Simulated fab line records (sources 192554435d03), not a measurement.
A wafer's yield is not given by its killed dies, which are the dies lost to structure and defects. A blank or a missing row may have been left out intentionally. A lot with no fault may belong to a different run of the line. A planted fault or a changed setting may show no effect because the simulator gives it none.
Matching of chambers | flow n5 finfet | cmp-04 running N5_GATE_CUT_CMP_43: 4 sister chambers
The step polishes SiO2. 8 wafers are shown with their chamber, then 8 later ones without.

## WAFERS, EACH WITH ITS CHAMBER
wafer  | chamber | motor current A (A) | edge zone pressure frac
L079.1 | 3       | 12.1                | 0.999
L079.4 | 0       | 12.1                | 1.010
L081.6 | 1       | 15.1                | 0.999
L089.2 | 3       | 11.8                | 0.995
L089.6 | 1       | 15.6                | 0.995
L090.1 | 0       | 12.1                | 0.992
L090.6 | 2       | 14.4                | 1.001
L091.4 | 2       | 14.2                | 0.997

## WAFERS WITHOUT THEIR CHAMBER
wafer  | motor current A (A) | edge zone pressure frac
L091.5 | 11.7                | 1.000
L091.6 | 14.2                | 1.001
L092.1 | 12.7                | 1.009
L092.4 | 14.6                | 1.001
L092.6 | 14.1                | 1.003
L093.1 | 13.9                | 0.994
L093.4 | 11.9                | 1.007
L093.5 | 14.6                | 0.990

## THE CHAMBER EACH PASSED THROUGH
wafer  | from the rows above     | in truth
L091.5 | can't be placed: 3 or 0 | 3
L091.6 | 2                       | 2
L092.1 | can't be placed: 0 or 3 | 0
L092.4 | 2                       | 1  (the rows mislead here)
L092.6 | 2                       | 2
L093.1 | 2                       | 2
L093.4 | can't be placed: 0 or 3 | 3
L093.5 | can't be placed: 2 or 1 | 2
Correctly placed: 3 of 8. Not placeable from these rows: 4 (in 4, the candidates include the true chamber). Placed wrongly: 1.
How it was worked out, from the rows above alone: a wafer's distance from a chamber is the root of the sum, over the readings, of the square of ((its reading less the chamber's mean) divided by the reading's scatter). If the next closest chamber is less than 2 further off than the closest, the wafer can't be placed; otherwise it belongs to the closest. The mean given for a chamber averages the wafers shown for that chamber. The scatter is the square root of a quotient: the sum, over the shown wafers, of each reading's squared deviation from its chamber's mean, divided by wafers minus chambers.
